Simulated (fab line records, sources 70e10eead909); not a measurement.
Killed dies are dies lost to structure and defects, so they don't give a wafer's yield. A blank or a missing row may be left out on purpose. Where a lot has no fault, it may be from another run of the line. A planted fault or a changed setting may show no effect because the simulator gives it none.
Matching of chambers / flow nand_harc / rie_diel-13 running NHARC_P_GATE_DESCUM_93: 4 sister chambers
The step chemistry O2, time 3 s. 4 wafers are shown with their chamber, then 12 later ones without.

## WAFERS PAIRED WITH THEIR CHAMBERS
wafer=L088.2; chamber=1; drypump_motor_current_A (A)=5.2
wafer=L088.6; chamber=2; drypump_motor_current_A (A)=6.0
wafer=L090.1; chamber=0; drypump_motor_current_A (A)=5.6
wafer=L090.6; chamber=3; drypump_motor_current_A (A)=6.2

## WAFERS WITHOUT THEIR CHAMBER
wafer=L091.3; drypump_motor_current_A (A)=6.2
wafer=L091.4; drypump_motor_current_A (A)=5.6
wafer=L091.5; drypump_motor_current_A (A)=5.2
wafer=L094.1; drypump_motor_current_A (A)=5.5
wafer=L094.4; drypump_motor_current_A (A)=5.2
wafer=L094.6; drypump_motor_current_A (A)=5.5
wafer=L095.1; drypump_motor_current_A (A)=6.0
wafer=L095.2; drypump_motor_current_A (A)=5.2
wafer=L095.4; drypump_motor_current_A (A)=5.2
wafer=L097.1; drypump_motor_current_A (A)=5.6
wafer=L097.2; drypump_motor_current_A (A)=6.2
wafer=L097.6; drypump_motor_current_A (A)=6.0

## CHAMBER TAKEN BY EACH
wafer=L091.3; from the rows above=3; in truth=3
wafer=L091.4; from the rows above=0; in truth=0
wafer=L091.5; from the rows above=1; in truth=1
wafer=L094.1; from the rows above=0; in truth=0
wafer=L094.4; from the rows above=1; in truth=1
wafer=L094.6; from the rows above=0; in truth=0
wafer=L095.1; from the rows above=2; in truth=2
wafer=L095.2; from the rows above=1; in truth=1
wafer=L095.4; from the rows above=1; in truth=1
wafer=L097.1; from the rows above=0; in truth=0
wafer=L097.2; from the rows above=3; in truth=3
wafer=L097.6; from the rows above=2; in truth=2
Correctly placed: 12 of 12. Not placeable from these rows: 0. Placed wrongly: 0.
How it was worked out, from the rows above alone: a wafer's distance from a chamber is the root of the sum, over the readings, of the square of ((its reading less the chamber's mean) divided by the reading's scatter). The wafer belongs to the nearest chamber; if the next one is less than 2 further off, it can't be placed. The mean given for a chamber averages the wafers shown for that chamber. The scatter: root of mean squared gap, hidden wafer to nearest shown wafer, with one shown wafer a chamber.
